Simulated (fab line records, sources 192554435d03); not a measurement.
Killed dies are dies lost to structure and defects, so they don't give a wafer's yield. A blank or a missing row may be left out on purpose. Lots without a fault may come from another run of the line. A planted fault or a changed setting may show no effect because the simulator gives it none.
A struck lot beside a sound one | flow n5_finfet | 39 steps out of a route of 1938
Sound: wafers L803.3, L803.5, L803.6. Struck: wafer L818.3. (L818.4 of the same lot was not struck and is left out.) The cause comes at the end.
At each step with rows: each side's tool, then ch and its chambers, then its first start. Under that, the readings that differ: sound wafers | struck wafers | difference of the means | sigmas: that difference in standard deviations of wafers without a fault.
alike: readings whose means differ by less than 2 such deviations, and words and numbers that are the same on both sides. not compared: withheld readings, readings that some wafer has no value for, bounds like >300 that may hide the same value, and numbers for which the record gives no deviation and whose values overlap.
The two part at a step that has a row with sigmas, a row that says differs or no value, or rows on one side only. Numbers that don't overlap but have no deviation are shown without sigmas and don't part them. A reading that every wafer of one side lacks parts them only if that side has two wafers or more.

first, 12 steps without rows for these wafers: N5_BEOL_M3_ANNEAL_87 (time 240 s); N5_BEOL_M3_SPUTTER_88 (material Cu, target thk 4.5 nm, time 8.29 s); N5_BEOL_M3_ANNEAL_89 (time 240 s); N5_BEOL_M3_SPUTTER_90 (material Cu, target thk 4.5 nm, time 8.29 s); N5_BEOL_M3_ANNEAL_91 (time 240 s); N5_BEOL_M3_SPUTTER_92 (material Cu, target thk 4.5 nm, time 8.29 s); N5_BEOL_M3_ANNEAL_93 (time 240 s); N5_BEOL_M3_SPUTTER_94 (material Cu, target thk 4.5 nm, time 8.29 s); N5_BEOL_M3_ANNEAL_95 (time 240 s); N5_BEOL_M3_SPUTTER_96 (material Cu, target thk 4.5 nm, time 8.29 s); N5_BEOL_M3_ECD_50 (material Cu, target thk 300 nm); N5_BEOL_M3_ANNEAL_51 (time 90 s).
N5_BEOL_M3_CMP_52: polishes, stops on SiOC, t overpolish 6.8 s, target thk 40 nm.
  sound on cmp-02 ch 0,1,3, day 8 11:29; struck on cmp-02 ch 0, day 12 20:25
  reading                      | sound             | struck | difference | sigmas
  barrier_field_endpoint_s (s) | 24.7 24.3 25.0    | 41.1   | +16.4      | +20
  overpolish_run_s (s)         | 6.800 6.792 6.792 | 0.040  | -6.755     | -99 or more
  time_to_endpoint_s (s)       | 66 64 64          | 81     | +16        | +3
  alike: motor_current_A
N5_BEOL_M3_THK_MEAS_53: measures by xrf.
  sound on film_metro-01, day 8 11:43; struck on film_metro-02, day 12 20:41
  reading     | sound          | struck | difference | sigmas
  M3_THK (nm) | 39.8 41.8 42.8 | 148.0  | +106.5     | +53
then, 4 steps without rows for these wafers: N5_BEOL_M3_PRE_CLEAN_60 (time 15 s); N5_BEOL_M3_CO_CAP_55 (material Co, precursor CCTBA/H2, target thk 2 nm, time 102.1 s); N5_BEOL_M3_PRE_CLEAN_56 (time 15 s); N5_BEOL_M3_DEP_57 (deposits SiCN from 3MS/NH3, target thk 8 nm, time 14 s).
N5_BEOL_M3_INSPECT_59: inspects for defects (darkfield).
  sound on defect_inspect-01, day 8 12:01; struck on defect_inspect-02, day 12 21:01
  reading          | sound     | struck | difference | sigmas
  raw_defect_count | 53 76 111 | 5112   | +5032      | +99 or more
then, 18 steps without rows for these wafers: N5_BEOL_M4_ILD_DEP_00 (deposits SiOC from DEMS/O2, target thk 79 nm, time 15.3 s); N5_BEOL_M4_PECVD_72 (deposits SiO2 from TEOS/O2, target thk 16 nm, time 18 s); N5_BEOL_M4_HM_DEP_02 (deposits TiN, target thk 20 nm); N5_BEOL_M4_COAT_61 (time 60 s, resist thk 60 nm); N5_BEOL_M4_COAT_62 (time 60 s, resist thk 12 nm); N5_BEOL_M4_COAT_73 (time 60 s, resist thk 5 nm); N5_BEOL_M4_COAT_05 (resist thk 30 nm); N5_BEOL_M4_EBR_07; N5_BEOL_M4_SOFTBAKE_06 (time 60 s); N5_BEOL_M4_EXPOSE_08 (exposes mask M4); N5_BEOL_M4_PEB_09 (peb time 60 s); N5_BEOL_M4_DEVELOP_10 (develop time 30 s); N5_BEOL_M4_DESCUM_16 (chemistry O2, time 7 s); N5_BEOL_M4_ETCH_74 (etches underlayer in N2/H2, target depth 6.5 nm, time 5.2 s); N5_BEOL_M4_ETCH_63 (etches SiARC in CF4, target depth 15.6 nm, time 26 s); N5_BEOL_M4_ETCH_64 (etches SOC in N2/H2, target depth 75 nm, overetch 22.5 nm, time 121.9 s); N5_BEOL_M4_STRIP_65 (strips in N2/H2); N5_BEOL_M4_STRIP_75 (strips in N2/H2).
N5_BEOL_M4_RC_MEAS_101:
  the record has rows for the sound wafers here (prober-02 ch 0, day 9 05:47) and none for the struck ones
-- the record jumps here: 5 days lie between the struck wafers' starts before and after (it left off in module BEOL_M4 and takes up again in module PASSIVATION, whose first step shown is number 1936 of the route) --
N5_PASSIVATION_PROBE_49:
  sound on prober-02, day 13 11:37; struck on prober-02, day 18 04:53
  reading                  | sound          | struck | difference | sigmas
  defect_limited_yield (%) | 93.8 92.9 93.3 | 0      | -93        | -67
  killed_at_M0_to_M3       | 25 28 30       | 1120   | +1092      | +99 or more
  killed_dies              | 73 84 79       | 1180   | +1101      | +69
  killed_on_rim            | 9 14 17        | 152    | +139       | +33
  killed_open              | 49 51 51       | 82     | +32        | +3
  sort_bin_5_function (%)  | 3.2 4.6 3.5    | 5.8    | +2.0       | +2
  sort_n_pass              | 1107 1095 1101 | 0      | -1101      | -52
  sort_yield_pct (%)       | 93.8 92.8 93.3 | 0      | -93        | -52
  alike: killed_at_M4_up, killed_at_contacts, killed_at_front_end, killed_at_other, killed_short, sort_bin_4_leakage, sort_bin_6_memory, sort_bin_8_speed

WHERE THEY PART
First at N5_BEOL_M3_CMP_52; last, within this record, at N5_PASSIVATION_PROBE_49.

WHY: what the simulator had put in
Process parameter drift: cmp-02, from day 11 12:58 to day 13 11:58, at N5_BEOL_M3_CMP_52. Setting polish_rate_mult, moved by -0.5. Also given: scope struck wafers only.
